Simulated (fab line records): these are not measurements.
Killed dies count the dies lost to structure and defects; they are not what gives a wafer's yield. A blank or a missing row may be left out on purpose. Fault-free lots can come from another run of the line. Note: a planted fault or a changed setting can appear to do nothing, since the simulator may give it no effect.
Which tool is to blame?	flow n5-finfet	12 lots with 36 wafers sampled at 2 steps, on a route of 1938 steps

== WHAT EACH GAUGE READ, for each wafer ==
N5_ILD0_THK_MEAS_04.
lot	measured	on	thk-nm (nm)
L075	day 3 22:23	film-metro-02	196.7 198.9 197.7
L077	day 4 08:21	film-metro-02	198.9 197.8 198.2
L079	day 4 21:57	film-metro-01	197.8 197.6 196.5
L081	day 5 10:00	film-metro-01	197.8 197.3 199.4
L083	day 6 02:22	film-metro-01	196.5 197.5 196.3
L085	day 6 09:05	film-metro-02	196.2 198.9 197.1
L087	day 6 19:22	film-metro-02	198.7 197.2 198.7
L089	day 7 06:31	film-metro-02	197.9 198.9 198.0
L091	day 8 03:29	film-metro-02	198.2 197.1 199.0
L093	day 8 08:14	film-metro-01	198.8 197.9 196.6
L095	day 8 20:41	film-metro-02	197.7 197.8 199.3
L097	day 9 07:38	film-metro-01	198.9 196.9 200.5

== WHAT TOOL EACH LOT RAN ON (gives the tool, then ch and the chambers of the sampled wafers, and finally the start) ==
lot	N5_SD_EPI_P_SD_RECESS_17
L075	rie-si-06 ch 0,1,2, day 3 15:54
L077	rie-si-02 ch 1,2,3, day 4 00:17
L079	rie-si-06 ch 0,1,2, day 4 15:19
L081	rie-si-06 ch 2,3, day 5 03:17
L083	rie-si-01 ch 0,2,3, day 5 17:50
L085	rie-si-01 ch 0,2,3, day 6 02:25
L087	rie-si-06 ch 0,1,2, day 6 11:53
L089	rie-si-02 ch 0,1,3, day 6 22:53
L091	rie-si-02 ch 0,1,3, day 7 17:32
L093	rie-si-01 ch 2,3, day 8 01:42
L095	rie-si-06 ch 1,2, day 8 13:50
L097	rie-si-01 ch 0,1,2, day 9 00:14
- N5_SD_EPI_P_SD_RECESS_17: chemistry HBr/Cl2/O2, target depth 39.1 nm, bt time 3 s.

== THE ANSWER, worked out from the rows above alone ==
Rule: the lots themselves supply what counts as usual. Put in order of their means at a reading, lots are off if they are a third of the lots or fewer, leave a main group of 4 or more, and stand apart from it by a gap of 3 or more times the standard deviation of the main group's means; of several such gaps the widest counts. The tables above print the reading to a certain number of digits; a main group whose means all agree to those digits is not used. Also off: a lot with no number at a reading for which 4 or more lots have one. All remaining lots with rows at the step are treated as sound.
Across all readings shown, no lot is off: no conclusion can be drawn from this.

== WHAT THE SIMULATOR PUT IN ==
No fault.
